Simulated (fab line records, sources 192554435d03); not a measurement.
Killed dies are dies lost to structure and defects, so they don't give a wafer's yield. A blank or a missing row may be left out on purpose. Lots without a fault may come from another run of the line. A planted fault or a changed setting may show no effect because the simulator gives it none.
Chamber matching | flow n5_finfet | N5_MOL_CONTACT_COAG_ETCH_110 on rie_diel-03: 3 sister chambers
The step etches Si in CF4/O2, target depth 2.5 nm, time 8 s. 14 wafers are shown with their chamber, then 6 later ones without.

WAFERS WITH THEIR CHAMBER
wafer  | chamber | showerhead_plenum_p_Torr (Torr) | drypump_motor_current_A (A) | oes_product_au (a.u.)
L075.3 | 3       | 2.24                            | 5.8                         | 0.81
L075.4 | 2       | 2.12                            | 5.9                         | 0.69
L075.6 | 0       | 2.13                            | 5.2                         | 0.74
L076.1 | 3       | 2.24                            | 5.8                         | 0.82
L076.2 | 0       | 2.13                            | 5.2                         | 0.73
L076.5 | 2       | 2.12                            | 5.8                         | 0.70
L077.1 | 0       | 2.13                            | 5.2                         | 0.73
L077.3 | 2       | 2.12                            | 5.9                         | 0.69
L077.6 | 0       | 2.13                            | 5.2                         | 0.73
L078.1 | 3       | 2.24                            | 5.8                         | 0.81
L078.4 | 2       | 2.12                            | 5.9                         | 0.69
L078.5 | 3       | 2.24                            | 5.8                         | 0.81
L079.1 | 0       | 2.13                            | 5.2                         | 0.73
L079.3 | 2       | 2.11                            | 5.9                         | 0.69

SIGNATURES (means of the wafers above)
reading                  | chamber 0 | chamber 2 | chamber 3 | scatter within a chamber
showerhead_plenum_p_Torr | 2.1300    | 2.1180    | 2.2400    | 0.0027
drypump_motor_current_A  | 5.200     | 5.880     | 5.800     | 0.027
oes_product_au           | 0.7320    | 0.6920    | 0.8125    | 0.00462
Rule: a wafer's distance from a chamber is the root of the sum, over the readings, of the square of ((its reading less the chamber's mean) divided by the reading's scatter). The wafer belongs to the nearest chamber; if the next one is less than 2 further off, it can't be placed. The scatter: the root of (the sum of the squares of (reading less its chamber's mean) over the shown wafers, divided by (wafers less chambers)).

WAFERS WITHOUT THEIR CHAMBER
wafer  | showerhead_plenum_p_Torr (Torr) | drypump_motor_current_A (A) | oes_product_au (a.u.)
L079.5 | 2.13                            | 5.2                         | 0.73
L091.1 | 2.12                            | 5.2                         | 0.71
L091.4 | 2.23                            | 5.8                         | 0.78
L091.5 | 2.37                            | 5.8                         | 0.98
L095.5 | 2.11                            | 5.2                         | 0.70
L095.6 | 2.23                            | 5.8                         | 0.77

WHICH CHAMBER EACH WENT THROUGH
wafer  | from the rows above | in truth
L079.5 | 0                   | 0
L091.1 | 0                   | 0
L091.4 | 3                   | 3
L091.5 | 3                   | 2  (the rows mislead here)
L095.5 | 0                   | 0
L095.6 | 3                   | 3
Placed correctly: 5 of 6. Can't be placed from these rows: 0. Placed wrongly: 1.
